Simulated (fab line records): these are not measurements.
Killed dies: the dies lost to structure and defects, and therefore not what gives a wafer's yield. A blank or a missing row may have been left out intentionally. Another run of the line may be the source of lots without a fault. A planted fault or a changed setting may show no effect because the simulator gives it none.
One fault through the eyes of 2 desks :: flow n5Finfet :: each desk holds nothing but its own numbers, with what lay behind them at the end

THE METROLOGY DESK
Lot by lot, what the gauges showed, no matter which tool ran the lot: averages of those sampled wafers that carry a number. Any lot whose mean is over 4 standard deviations away from the usual mean is out of limits and marked OUT; that distance is given in the brackets.
Columns: A = M8_ILD_THK at N5_BEOL_M8_THK_MEAS_01, usual 155.6 nm; B = cdNm at N5_BEOL_M8_CD_MEAS_11, usual 38.6 nm; C = cdNm at N5_BEOL_M8_CD_MEAS_18, usual 40.2 nm
lot: L810
first seen here: day 9 06:51
A: 156.6
B: 38.5
C: 40.0

lot: L811
first seen here: day 9 07:08
A: 154.7
B: 38.6
C: 40.0

lot: L815
first seen here: day 10 12:42
A: 154.1
B: 38.5
C: 40.7

lot: L816
first seen here: day 10 14:24
A: 156.2
B: 38.7
C: 40.2

lot: L814
first seen here: day 10 17:42
A: 157.6
B: 38.6
C: 40.3

lot: L818
first seen here: day 11 00:08
A: 156.6
B: 38.5
C: 39.9

lot: L819
first seen here: day 11 01:03
A: 154.5
B: 38.6
C: 40.1

lot: L827
first seen here: day 13 05:14
A: 156.4
B: 38.8
C: 40.2

lot: L829
first seen here: day 13 23:46
A: 154.7
B: 40.0
C: 41.7

lot: L833
first seen here: day 14 23:59
A: 156.1
B: 40.1
C: 41.8
This desk's finding: nothing out of limits on any of the 10 lots.

DESK OF THE TOOL OWNER: arfiScanner-02
The tool's own readings at N5_BEOL_M8_EXPOSE_08 (exposes mask M8): means of the sampled wafers that have a number, for each lot that ran on this tool. Any lot whose mean is over 4 standard deviations away from the usual mean is out of limits and marked OUT; that distance is given in the brackets.
Columns: A = exposureDoseMJCm2 at N5_BEOL_M8_EXPOSE_08, usual 68.20
lot: L815
first seen here: day 10 14:13
A: 68.19

lot: L814
first seen here: day 10 18:13
A: 68.14

lot: L818
first seen here: day 11 02:40
A: 68.26

lot: L827
first seen here: day 13 06:06
A: 68.20

lot: L829
first seen here: day 14 01:02
A: 70.66 (+35) OUT

lot: L833
first seen here: day 15 00:41
A: 70.20 (+29) OUT
This desk finds L829, L833 out of limits, L829 being first, at day 14 01:02 (exposureDoseMJCm2 at N5_BEOL_M8_EXPOSE_08). Within limits: L815, L814, L818, L827.

ALL TOGETHER
At day 14 01:02, on L829, L833, the tool owner's desk was in a position to raise an alarm.
At the metrology desk, nothing out of limits was observed.
The metrology desk holds a record of L829, L833, inside its limits.
N5_BEOL_M8_EXPOSE_08 was run on arfiScanner-02 by each of the lots named.

WHAT THE SIMULATOR HAD PUT IN
Drift in process parameters on arfiScanner-02 at N5_BEOL_M8_EXPOSE_08, starting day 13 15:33. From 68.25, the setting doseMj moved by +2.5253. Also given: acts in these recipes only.
Shown lots that were struck: L829, L833.
Delay in hours, fault start to first out-of-limits reading, by desk: the tool owner's desk at 9.
